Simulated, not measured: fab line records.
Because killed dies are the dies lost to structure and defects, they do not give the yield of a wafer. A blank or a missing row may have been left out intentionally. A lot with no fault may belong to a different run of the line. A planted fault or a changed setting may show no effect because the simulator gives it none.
Split-lot study :: flow n5 finfet :: 21 wafers read from 7 lots, route of 1938 steps

== ABOUT THE SPLIT ==
At N5_SD_EPI_P_PEB_07 (peb time 60 s), the setting peb time s was moved away from the recipe's 60 s on 7 of the 21 wafers read, by -11.6% to +16.5%. For the rest of the wafers, this setting stayed at what the recipe calls for.

== SPLIT TO READING: what lies between them in the file, 1 step ==
- N5_SD_EPI_P_DEVELOP_08: develop time 30 s

== THE READING ==
Shown in nm: cd nm at N5_SD_EPI_P_CD_MEAS_09, with target cd 240 nm. Typical for fault-free wafers on this fab line: 239.9 nm, with standard deviation 1.1 nm.

wafer: L074.3
tool, chamber at the split: litho track-04, 0
peb time s as run, s: 60
against the recipe: recipe
cd nm, nm: 240.3
against lot-mates on the recipe: -

wafer: L074.4
tool, chamber at the split: litho track-04, 0
peb time s as run, s: 60
against the recipe: recipe
cd nm, nm: 239.4
against lot-mates on the recipe: -

wafer: L074.6
tool, chamber at the split: litho track-04, 0
peb time s as run, s: 60
against the recipe: recipe
cd nm, nm: 238.5
against lot-mates on the recipe: -

wafer: L076.1
tool, chamber at the split: litho track-04, 0
peb time s as run, s: 60
against the recipe: recipe
cd nm, nm: 242.1
against lot-mates on the recipe: -

wafer: L076.3
tool, chamber at the split: litho track-04, 0
peb time s as run, s: 60
against the recipe: recipe
cd nm, nm: 241.5
against lot-mates on the recipe: -

wafer: L076.4
tool, chamber at the split: litho track-04, 0
peb time s as run, s: 60
against the recipe: recipe
cd nm, nm: 241.5
against lot-mates on the recipe: -

wafer: L085.1
tool, chamber at the split: litho track-03, 0
peb time s as run, s: 53.38
against the recipe: -11.0%
cd nm, nm: 234.4
against lot-mates on the recipe: -4.7

wafer: L085.2
tool, chamber at the split: litho track-03, 0
peb time s as run, s: 60
against the recipe: recipe
cd nm, nm: 238.3
against lot-mates on the recipe: -

wafer: L085.6
tool, chamber at the split: litho track-03, 0
peb time s as run, s: 60
against the recipe: recipe
cd nm, nm: 239.9
against lot-mates on the recipe: -

wafer: L086.1
tool, chamber at the split: litho track-03, 0
peb time s as run, s: 53.06
against the recipe: -11.6%
cd nm, nm: 235.3
against lot-mates on the recipe: -3.9

wafer: L086.4
tool, chamber at the split: litho track-03, 0
peb time s as run, s: 53.06
against the recipe: -11.6%
cd nm, nm: 235.0
against lot-mates on the recipe: -4.2

wafer: L086.6
tool, chamber at the split: litho track-03, 0
peb time s as run, s: 60
against the recipe: recipe
cd nm, nm: 239.2
against lot-mates on the recipe: -

wafer: L089.1
tool, chamber at the split: litho track-03, 0
peb time s as run, s: 60
against the recipe: recipe
cd nm, nm: 240.0
against lot-mates on the recipe: -

wafer: L089.4
tool, chamber at the split: litho track-03, 0
peb time s as run, s: 60
against the recipe: recipe
cd nm, nm: 240.6
against lot-mates on the recipe: -

wafer: L089.6
tool, chamber at the split: litho track-03, 0
peb time s as run, s: 60
against the recipe: recipe
cd nm, nm: 238.5
against lot-mates on the recipe: -

wafer: L090.1
tool, chamber at the split: litho track-03, 0
peb time s as run, s: 69.89
against the recipe: +16.5%
cd nm, nm: 243.8
against lot-mates on the recipe: +4.5

wafer: L090.3
tool, chamber at the split: litho track-03, 0
peb time s as run, s: 69.89
against the recipe: +16.5%
cd nm, nm: 243.9
against lot-mates on the recipe: +4.6

wafer: L090.6
tool, chamber at the split: litho track-03, 0
peb time s as run, s: 60
against the recipe: recipe
cd nm, nm: 239.3
against lot-mates on the recipe: -

wafer: L093.4
tool, chamber at the split: litho track-03, 0
peb time s as run, s: 53.04
against the recipe: -11.6%
cd nm, nm: 233.9
against lot-mates on the recipe: -4.7

wafer: L093.5
tool, chamber at the split: litho track-03, 0
peb time s as run, s: 60
against the recipe: recipe
cd nm, nm: 238.6
against lot-mates on the recipe: -

wafer: L093.6
tool, chamber at the split: litho track-03, 0
peb time s as run, s: 53.04
against the recipe: -11.6%
cd nm, nm: 235.1
against lot-mates on the recipe: -3.5

THE FIT
A straight line over all 21 wafers: cd nm changes by +0.344 nm for each +1% of peb time s; r = +0.91; the points scatter about the line by 1.2 nm.
The same after taking each lot's own level away (the mean of its wafers on the recipe; 21 wafers): +0.321 nm for each +1%; r = +0.97; scatter 0.67 nm.
That fit puts the effect of the largest move of peb time s on the reading at 5.3 nm.
The lots' own levels span 238.60 to 241.70 nm, that is 2.8 times the standard deviation above.
So the lot-to-lot level changes the slope little: the two slopes agree.
Check: +5.37 nm against its lot-mates is what the line predicts for one of the wafers moved furthest among these (+16.5%) when that wafer is left out of the fit. It came out at +4.5 nm against them.

== THESE WAFERS: OTHER SPLITS ==
These wafers also went through other splits before the reading. Each is held against what the fit with the lots' levels taken away leaves over:
other split on the same wafers: N5_PMOS_HMC_CHANNEL_EPI_EXPOSE_06 dose mj
wafers away from the commonest value: 8
r with cd nm (lot level and that fit taken away): +0.17

other split on the same wafers: N5_PMOS_HMC_CHANNEL_EPI_ETCH_32 bias w
wafers away from the commonest value: 9
r with cd nm (lot level and that fit taken away): -0.19

other split on the same wafers: N5_FIN_CUT_COAT_19 spin rpm
wafers away from the commonest value: 6
r with cd nm (lot level and that fit taken away): +0.22

other split on the same wafers: N5_DUMMY_GATE_COAT_09 spin rpm
wafers away from the commonest value: 4
r with cd nm (lot level and that fit taken away): -0.14

other split on the same wafers: N5_DUMMY_GATE_EXPOSE_12 dose mj
wafers away from the commonest value: 3
r with cd nm (lot level and that fit taken away): -0.32

== THE WHOLE CHAIN: every reading that the file lists as answering this split, in the file's order ==
step: N5_SD_EPI_P_CD_MEAS_09
what it does: target cd 240 nm
reading: cd nm
change (the file's fit): +0.337 nm for each +1% of the setting
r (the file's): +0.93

step: N5_SD_EPI_P_DESCUM_14
what it does: chemistry O2, time 7.9 s
reading: SD_EPI_P.cd nm (the simulator's own value, which no gauge read)
change (the file's fit): +0.339 nm for each +1% of the setting
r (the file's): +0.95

== THE FILE'S OWN FIT ==
cd nm changes by +0.337 nm for each +1% of peb time s, r = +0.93.
